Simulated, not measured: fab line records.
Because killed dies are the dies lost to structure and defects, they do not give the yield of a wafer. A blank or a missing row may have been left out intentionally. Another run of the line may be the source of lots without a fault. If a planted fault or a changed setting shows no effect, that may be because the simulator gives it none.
Which tool was responsible? :: flow nand harc :: 14 lots with 42 wafers sampled at 6 steps, on a route of 1302 steps

WHAT THE GAUGES SHOWED, per wafer
NHARC_A_SOURCE_PLATE_THK_MEAS_09: measures by ellipsometry.
lot: L380
measured: day 7 06:28
on: film metro-01
thk nm (nm): 9.4 9.7 10.8

lot: L381
measured: day 7 12:07
on: film metro-01
thk nm (nm): 9.5 8.9 10.3

lot: L382
measured: day 7 23:07
on: film metro-01
thk nm (nm): 10.2 9.6 9.4

lot: L385
measured: day 9 12:37
on: film metro-02
thk nm (nm): 9.6 7.9 7.7

lot: L386
measured: day 9 12:37
on: film metro-01
thk nm (nm): 8.0 9.2 9.0

lot: L387
measured: day 10 10:32
on: film metro-01
thk nm (nm): 9.7 9.9 10.8

lot: L388
measured: day 10 18:08
on: film metro-02
thk nm (nm): 8.4 8.7 10.2

lot: L390
measured: day 11 06:02
on: film metro-01
thk nm (nm): 7.8 11.0 10.9

lot: L391
measured: day 11 22:12
on: film metro-01
thk nm (nm): 9.4 9.4 9.6

lot: L393
measured: day 12 07:58
on: film metro-02
thk nm (nm): 10.8 9.9 9.3

lot: L395
measured: day 13 13:17
on: film metro-01
thk nm (nm): 10.9 10.3 9.1

lot: L397
measured: day 14 11:38
on: film metro-02
thk nm (nm): 11.0 9.9 10.0

lot: L400
measured: day 15 19:17
on: film metro-01
thk nm (nm): 10.4 9.3 8.4

lot: L403
measured: day 16 13:48
on: film metro-02
thk nm (nm): 9.7 10.0 10.6

NHARC_A_SOURCE_PLATE_THK_MEAS_06: measures by ellipsometry.
lot: L380
measured: day 7 19:26
on: film metro-02
thk nm (nm): 197.3 199.7 199.1

lot: L381
measured: day 8 00:38
on: film metro-01
thk nm (nm): 195.4 197.2 199.9

lot: L382
measured: day 8 11:32
on: film metro-01
thk nm (nm): 199.2 195.7 196.7

lot: L385
measured: day 10 01:29
on: film metro-01
thk nm (nm): 199.9 202.9 201.3

lot: L386
measured: day 10 01:30
on: film metro-02
thk nm (nm): 200.6 199.7 199.2

lot: L387
measured: day 11 00:43
on: film metro-01
thk nm (nm): 200.9 200.5 198.7

lot: L388
measured: day 11 06:49
on: film metro-01
thk nm (nm): 195.8 198.7 196.6

lot: L390
measured: day 11 19:01
on: film metro-01
thk nm (nm): 199.6 198.4 199.1

lot: L391
measured: day 12 11:13
on: film metro-02
thk nm (nm): 198.4 198.1 201.7

lot: L393
measured: day 12 21:00
on: film metro-02
thk nm (nm): 198.6 199.0 198.2

lot: L395
measured: day 14 02:51
on: film metro-01
thk nm (nm): 203.8 202.4 204.0

lot: L397
measured: day 15 02:43
on: film metro-01
thk nm (nm): 203.7 203.6 202.4

lot: L400
measured: day 16 09:01
on: film metro-01
thk nm (nm): 199.2 197.5 199.3

lot: L403
measured: day 17 02:46
on: film metro-01
thk nm (nm): 201.0 199.2 202.9

NHARC_A_ONON_D1_THK_MEAS_05: measures by ellipsometry.
lot: L380
measured: day 7 20:41
on: film metro-01
thk nm (nm): 1022 1023 1022

lot: L381
measured: day 8 01:53
on: film metro-02
thk nm (nm): 1009 1010 1010

lot: L382
measured: day 8 12:47
on: film metro-02
thk nm (nm): 991 993 992

lot: L385
measured: day 10 02:42
on: film metro-02
thk nm (nm): 990 988 987

lot: L386
measured: day 10 02:42
on: film metro-01
thk nm (nm): 1004 1006 1004

lot: L387
measured: day 11 01:58
on: film metro-02
thk nm (nm): 981 979 981

lot: L388
measured: day 11 08:03
on: film metro-01
thk nm (nm): 998 997 1000

lot: L390
measured: day 11 20:13
on: film metro-01
thk nm (nm): 1002 1003 1003

lot: L391
measured: day 12 12:25
on: film metro-02
thk nm (nm): 995 997 996

lot: L393
measured: day 12 22:16
on: film metro-01
thk nm (nm): 993 995 992

lot: L395
measured: day 14 04:04
on: film metro-02
thk nm (nm): 995 995 994

lot: L397
measured: day 15 03:55
on: film metro-01
thk nm (nm): 988 987 987

lot: L400
measured: day 16 10:16
on: film metro-02
thk nm (nm): 1000 1002 1001

lot: L403
measured: day 17 03:58
on: film metro-01
thk nm (nm): 1010 1012 1011

NHARC_A_ONON_D1_THK_MEAS_08: measures by ellipsometry.
lot: L380
measured: day 7 21:16
on: film metro-02
thk nm (nm): 994 995 997

lot: L381
measured: day 8 02:28
on: film metro-01
thk nm (nm): 1015 1014 1013

lot: L382
measured: day 8 13:22
on: film metro-02
thk nm (nm): 994 993 992

lot: L385
measured: day 10 03:16
on: film metro-02
thk nm (nm): 997 999 1002

lot: L386
measured: day 10 03:16
on: film metro-01
thk nm (nm): 1005 1004 1003

lot: L387
measured: day 11 02:32
on: film metro-02
thk nm (nm): 986 987 986

lot: L388
measured: day 11 08:38
on: film metro-01
thk nm (nm): 996 996 997

lot: L390
measured: day 11 20:47
on: film metro-02
thk nm (nm): 984 985 984

lot: L391
measured: day 12 12:59
on: film metro-02
thk nm (nm): 989 987 988

lot: L393
measured: day 12 22:50
on: film metro-01
thk nm (nm): 1014 1015 1014

lot: L395
measured: day 14 04:38
on: film metro-01
thk nm (nm): 988 988 987

lot: L397
measured: day 15 04:29
on: film metro-02
thk nm (nm): 1435 989 989

lot: L400
measured: day 16 10:50
on: film metro-01
thk nm (nm): 1434 1434 988

lot: L403
measured: day 17 04:32
on: film metro-01
thk nm (nm): 995 994 996

NHARC_END_SORT_01.
lot: L385
measured: day 27 06:09
on: prober-01
killed at array: 55 53 51
killed at other: 0 1 0
killed at periphery: 1 2 4
killed dies: 56 56 55
killed open: 5 4 1
killed short: 2 0 3

lot: L388
measured: day 28 05:12
on: prober-01
killed at array: 66 51 60
killed at other: 2 5 3
killed at periphery: 4 3 3
killed dies: 72 59 66
killed open: 2 4 3
killed short: 2 3 2

lot: L391
measured: day 29 01:24
on: prober-01
killed at array: 33 35 38
killed at other: 1 1 0
killed at periphery: 3 3 2
killed dies: 37 39 40
killed open: 4 4 4
killed short: 3 1 2

lot: L397
measured: day 32 20:26
on: prober-01
killed at array: 669 97 88
killed at other: 3 1 0
killed at periphery: 5 0 8
killed dies: 677 98 96
killed open: 4 4 0
killed short: 4 1 1

lot: L400
measured: day 33 06:11
on: prober-02
killed at array: 672 670 47
killed at other: 0 4 1
killed at periphery: 5 3 2
killed dies: 677 677 50
killed open: 4 4 3
killed short: 1 1 1

TOOL THAT RAN EACH LOT (tool first, then ch and the chambers of the sampled wafers, then the start)
lot: L380
NHARC_A_ONON_D1_DEP_06: pecvd onon-02 ch 0, day 7 20:49

lot: L381
NHARC_A_ONON_D1_DEP_06: pecvd onon-02 ch 0, day 8 02:00

lot: L382
NHARC_A_ONON_D1_DEP_06: pecvd onon-03 ch 0, day 8 12:51

lot: L385
NHARC_A_ONON_D1_DEP_06: pecvd onon-04 ch 0, day 10 02:49

lot: L386
NHARC_A_ONON_D1_DEP_06: pecvd onon-02 ch 0, day 10 02:52

lot: L387
NHARC_A_ONON_D1_DEP_06: pecvd onon-04 ch 0, day 11 02:12

lot: L388
NHARC_A_ONON_D1_DEP_06: pecvd onon-02 ch 0, day 11 08:06

lot: L390
NHARC_A_ONON_D1_DEP_06: pecvd onon-02 ch 0, day 11 20:20

lot: L391
NHARC_A_ONON_D1_DEP_06: pecvd onon-02 ch 0, day 12 12:28

lot: L393
NHARC_A_ONON_D1_DEP_06: pecvd onon-04 ch 0, day 12 22:19

lot: L395
NHARC_A_ONON_D1_DEP_06: pecvd onon-03 ch 0, day 14 04:07

lot: L397
NHARC_A_ONON_D1_DEP_06: pecvd onon-03 ch 0, day 15 03:58

lot: L400
NHARC_A_ONON_D1_DEP_06: pecvd onon-03 ch 0, day 16 10:19

lot: L403
NHARC_A_ONON_D1_DEP_06: pecvd onon-04 ch 0, day 17 04:01
- NHARC_A_ONON_D1_DEP_06: target thk 1000 nm.

WHAT THE TOOLS THEMSELVES READ (means of the sampled wafers that have a number; where no wafer has one, the mark that the record gives instead)
NHARC_A_ONON_D1_DEP_06.
lot: L380
tool: pecvd onon-02
n2o flow sccm (sccm): 1993

lot: L381
tool: pecvd onon-02
n2o flow sccm (sccm): 1995

lot: L382
tool: pecvd onon-03
n2o flow sccm (sccm): 2000

lot: L385
tool: pecvd onon-04
n2o flow sccm (sccm): 1997

lot: L386
tool: pecvd onon-02
n2o flow sccm (sccm): 2003

lot: L387
tool: pecvd onon-04
n2o flow sccm (sccm): 1994

lot: L388
tool: pecvd onon-02
n2o flow sccm (sccm): 2000

lot: L390
tool: pecvd onon-02
n2o flow sccm (sccm): 2003

lot: L391
tool: pecvd onon-02
n2o flow sccm (sccm): 2010

lot: L393
tool: pecvd onon-04
n2o flow sccm (sccm): 2003

lot: L395
tool: pecvd onon-03
n2o flow sccm (sccm): 1994

lot: L397
tool: pecvd onon-03
n2o flow sccm (sccm): 1993

lot: L400
tool: pecvd onon-03
n2o flow sccm (sccm): 2000

lot: L403
tool: pecvd onon-04
n2o flow sccm (sccm): 1995

THE ANSWER, worked out from the rows above alone
Rule: what is usual is taken from the lots themselves. Put in order of their means at a reading, lots are off if they are a third of the lots or fewer, leave a main group of 4 or more, and stand apart from it by a gap of 3 or more times the standard deviation of the main group's means; of several such gaps the widest counts. A main group whose means are all the same, to the digits that the tables above print for the reading, isn't used. Also off: a lot with no number at a reading for which 4 or more lots have one. Any other lot the step has rows for is counted as sound. After the gauges, taken in route order, come the tools' own readings; for these a lot's mean is taken, as printed above. The first step at which some lot is off is used, and at that step the reading that is off furthest; a lot without a number counts as furthest.
Off, at NHARC_A_ONON_D1_THK_MEAS_08 on thk nm: L397, L400. For the main group the mean is 996 nm and the standard deviation 9.6.
A tool fits if, at a process step before that reading, it ran every lot that is off, and no sound lot after the first of them. Gauges at NHARC_A_ONON_D1_THK_MEAS_08: tried the same way as those tools. One fits: pecvd onon-03 at NHARC_A_ONON_D1_DEP_06. Its last sound lot is L395 (day 14 04:07), its first lot that is off L397 (day 15 03:58): a fault that began between those two fits.

WHAT THE SIMULATOR HAD INSERTED
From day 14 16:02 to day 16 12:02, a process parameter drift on pecvd onon-03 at NHARC_A_ONON_D1_DEP_06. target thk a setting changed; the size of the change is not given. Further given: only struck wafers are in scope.
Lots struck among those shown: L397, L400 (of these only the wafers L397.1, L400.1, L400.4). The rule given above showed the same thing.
